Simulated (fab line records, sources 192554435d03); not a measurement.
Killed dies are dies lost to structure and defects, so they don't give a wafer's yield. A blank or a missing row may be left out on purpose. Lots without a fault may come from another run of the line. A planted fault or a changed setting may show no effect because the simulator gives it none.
One fault seen from 2 desks | flow n5_finfet | each desk has only its own numbers; what lay behind them comes last

THE TOOL OWNER'S DESK: litho_track-03
The tool's own readings at N5_MOL_CONTACT_COAG_COAT_34 (resist thk 40 nm): means of the sampled wafers that have a number, for each lot that ran on this tool. A lot is out of limits, marked OUT, if its mean lies more than 4 standard deviations from the usual mean; the brackets give that distance.
Columns: A = spin_speed_rpm at N5_MOL_CONTACT_COAG_COAT_34, usual 1500.0 rpm
lot  | first seen here | A
L753 | day 5 09:05     | 1499.9
L761 | day 7 02:45     | 1560.0 (+63) OUT
L762 | day 7 10:16     | 1560.3 (+63) OUT
L763 | day 7 20:46     | 1559.6 (+63) OUT
This desk's finding: out of limits on L761, L762, L763; first on L761, day 7 02:45 (spin_speed_rpm at N5_MOL_CONTACT_COAG_COAT_34). In limits: L753.

THE METROLOGY DESK
What the gauges read, lot by lot, whatever tool the lot ran on: means of the sampled wafers that have a number. A lot is out of limits, marked OUT, if its mean lies more than 4 standard deviations from the usual mean; the brackets give that distance. Of its 10 readings 7 are shown: those that lie furthest out on some lot.
Columns: A = DIBL_N at N5_BEOL_M4_RC_MEAS_101, usual 36.5 mV/V; B = IOFF_N at N5_BEOL_M4_RC_MEAS_101, usual 0.17 nA/um; C = IOFF_P at N5_BEOL_M4_RC_MEAS_101, usual 0.22 nA/um; D = SS_N at N5_BEOL_M4_RC_MEAS_101, usual 71.6 mV/dec; E = SS_P at N5_BEOL_M4_RC_MEAS_101, usual 73.5 mV/dec; F = VT_N at N5_BEOL_M4_RC_MEAS_101, usual 250 mV; G = VT_P at N5_BEOL_M4_RC_MEAS_101, usual -250 mV
lot  | first seen here | A    | B    | C    | D    | E    | F   | G
L753 | day 8 10:47     | 33.2 | 0.11 | 0.14 | 70.5 | 72.2 | 257 | -258
L762 | day 10 17:58    | 37.3 | 0.19 | 0.26 | 71.7 | 73.5 | 246 | -248
L761 | day 11 02:39    | 34.1 | 0.13 | 0.18 | 71.5 | 72.9 | 252 | -253
L763 | day 11 12:56    | 36.3 | 0.17 | 0.21 | 71.6 | 73.8 | 248 | -251
L767 | day 12 04:43    | 36.0 | 0.15 | 0.21 | 71.5 | 73.6 | 252 | -252
This desk's finding: nothing out of limits on any of the 5 lots.

PUT TOGETHER
The tool owner's desk could have raised an alarm at day 7 02:45, on L761, L762, L763.
The metrology desk saw nothing out of limits.
The metrology desk has L761, L762, L763 on record, within its limits.
Of the lots named, all ran N5_MOL_CONTACT_COAG_COAT_34 on litho_track-03.

WHAT THE SIMULATOR HAD PUT IN
Process parameter drift: litho_track-03, from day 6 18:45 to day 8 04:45, at N5_MOL_CONTACT_COAG_COAT_34. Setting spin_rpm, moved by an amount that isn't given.
Lots struck among those shown: L761, L762, L763.
Hours from the fault's start to each desk's first reading out of limits: the tool owner's desk, 8.
